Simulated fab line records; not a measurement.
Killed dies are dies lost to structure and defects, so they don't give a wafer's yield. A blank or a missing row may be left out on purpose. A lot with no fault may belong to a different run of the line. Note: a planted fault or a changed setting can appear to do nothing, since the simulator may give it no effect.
Which of the tools did it? :: flow n5 finfet :: Sampling: 23 lots, 69 wafers, 2 of 1938 route steps

WHAT EACH GAUGE READ, for each wafer
N5_MOL_CONTACT_COAG_CD_MEAS_40 targets a cd of 25.1 nm.
lot: L074
measured: day 5 12:41
on: cd sem-03
cd nm (nm): 25.25 24.43 25.21

lot: L075
measured: day 5 12:56
on: cd sem-01
cd nm (nm): 24.58 24.84 24.83

lot: L076
measured: day 5 17:24
on: cd sem-03
cd nm (nm): 25.26 25.09 25.00

lot: L077
measured: day 6 03:11
on: cd sem-02
cd nm (nm): 25.35 24.90 24.77

lot: L078
measured: day 6 14:04
on: cd sem-02
cd nm (nm): 24.95 24.63 25.24

lot: L079
measured: day 6 18:14
on: cd sem-03
cd nm (nm): 25.18 25.55 24.72

lot: L080
measured: day 7 02:37
on: cd sem-01
cd nm (nm): 24.96 24.92 24.93

lot: L082
measured: day 7 05:47
on: cd sem-03
cd nm (nm): 25.04 24.43 25.03

lot: L083
measured: day 7 15:29
on: cd sem-03
cd nm (nm): 24.70 24.75 25.28

lot: L084
measured: day 7 15:41
on: cd sem-01
cd nm (nm): 24.85 25.09 24.94

lot: L085
measured: day 7 22:48
on: cd sem-01
cd nm (nm): 24.71 24.85 25.16

lot: L086
measured: day 8 02:58
on: cd sem-02
cd nm (nm): 24.98 25.26 25.25

lot: L087
measured: day 8 13:49
on: cd sem-02
cd nm (nm): 25.00 24.72 24.65

lot: L088
measured: day 8 18:22
on: cd sem-03
cd nm (nm): 24.91 24.82 25.17

lot: L089
measured: day 8 20:54
on: cd sem-03
cd nm (nm): 24.89 24.74 25.08

lot: L090
measured: day 9 04:41
on: cd sem-02
cd nm (nm): 24.97 25.08 25.39

lot: L091
measured: day 9 10:28
on: cd sem-02
cd nm (nm): 24.90 25.06 25.28

lot: L092
measured: day 9 20:42
on: cd sem-02
cd nm (nm): 25.20 25.13 24.73

lot: L093
measured: day 10 03:00
on: cd sem-03
cd nm (nm): 24.91 25.01 24.90

lot: L094
measured: day 10 09:12
on: cd sem-03
cd nm (nm): 24.88 24.77 24.77

lot: L095
measured: day 10 18:37
on: cd sem-02
cd nm (nm): 25.22 24.74 25.06

lot: L096
measured: day 11 00:17
on: cd sem-03
cd nm (nm): 25.38 24.86 25.21

lot: L097
measured: day 11 01:53
on: cd sem-02
cd nm (nm): 25.05 25.11 25.33

N5_MOL_CONTACT_COAG_OVL_MEAS_41.
lot: L074
measured: day 5 12:43
on: overlay-02
VD_OVL (nm): -0.2 -0.6 -0.2

lot: L075
measured: day 5 12:59
on: overlay-02
VD_OVL (nm): 0.1 0.1 0.2

lot: L076
measured: day 5 17:26
on: overlay-02
VD_OVL (nm): 1.4 -0.1 0.3

lot: L077
measured: day 6 03:13
on: overlay-02
VD_OVL (nm): 0.1 -0.3 0.6

lot: L078
measured: day 6 14:05
on: overlay-02
VD_OVL (nm): -0.2 -0.4 -1.0

lot: L079
measured: day 6 18:16
on: overlay-01
VD_OVL (nm): -0.2 -0.4 0.7

lot: L080
measured: day 7 02:39
on: overlay-02
VD_OVL (nm): -0.3 0.1 0.2

lot: L082
measured: day 7 05:50
on: overlay-02
VD_OVL (nm): -0.3 0.4 0.3

lot: L083
measured: day 7 15:31
on: overlay-02
VD_OVL (nm): -0.1 -0.2 -1.3

lot: L084
measured: day 7 15:43
on: overlay-01
VD_OVL (nm): -0.5 0.5 0.9

lot: L085
measured: day 7 22:50
on: overlay-02
VD_OVL (nm): -0.8 -0.6 0.5

lot: L086
measured: day 8 03:01
on: overlay-01
VD_OVL (nm): 0.5 -0.2 0.0

lot: L087
measured: day 8 13:51
on: overlay-01
VD_OVL (nm): 0.6 0.6 0.4

lot: L088
measured: day 8 18:24
on: overlay-02
VD_OVL (nm): 0.5 0.0 -0.7

lot: L089
measured: day 8 20:56
on: overlay-01
VD_OVL (nm): -0.7 -0.1 -0.2

lot: L090
measured: day 9 04:43
on: overlay-01
VD_OVL (nm): 0.5 -0.1 0.9

lot: L091
measured: day 9 10:30
on: overlay-01
VD_OVL (nm): -0.1 -1.1 0.2

lot: L092
measured: day 9 20:45
on: overlay-02
VD_OVL (nm): 0.2 0.1 0.2

lot: L093
measured: day 10 03:02
on: overlay-01
VD_OVL (nm): -1.5 -0.9 0.1

lot: L094
measured: day 10 09:14
on: overlay-02
VD_OVL (nm): 0.4 0.7 0.6

lot: L095
measured: day 10 18:38
on: overlay-02
VD_OVL (nm): 0.0 1.6 0.7

lot: L096
measured: day 11 00:19
on: overlay-02
VD_OVL (nm): -1.0 0.3 -0.6

lot: L097
measured: day 11 01:55
on: overlay-02
VD_OVL (nm): 0.1 -0.3 0.2

WHAT TOOL EACH LOT RAN ON (gives the tool, then ch and the chambers of the sampled wafers, and finally the start)
The record holds no process step before these readings.

AS READ BY THE TOOLS THEMSELVES (means over the sampled wafers that have a number; for cases with no such wafer, the mark the record gives instead)
The record holds no such reading with a usual standard deviation.

THE ANSWER, worked out from the rows above alone
Rule: usual is defined by the lots themselves. Put in order of their means at a reading, lots are off if they are a third of the lots or fewer, leave a main group of 4 or more, and stand apart from it by a gap of 3 or more times the standard deviation of the main group's means; of several such gaps the widest counts. The tables above print the reading to a certain number of digits; a main group whose means all agree to those digits is not used. Also off: a lot with no number at a reading for which 4 or more lots have one. Any other lot the step has rows for is counted as sound. The gauges are gone through in route order, then the tools' own readings, and for those a lot's mean is taken as printed above. At the first step where some lot is off, the reading lying furthest off is the one used; lots without a number count as furthest.
Across all readings shown, no lot is off: no conclusion can be drawn from this.

WHAT WAS PUT IN BY THE SIMULATOR
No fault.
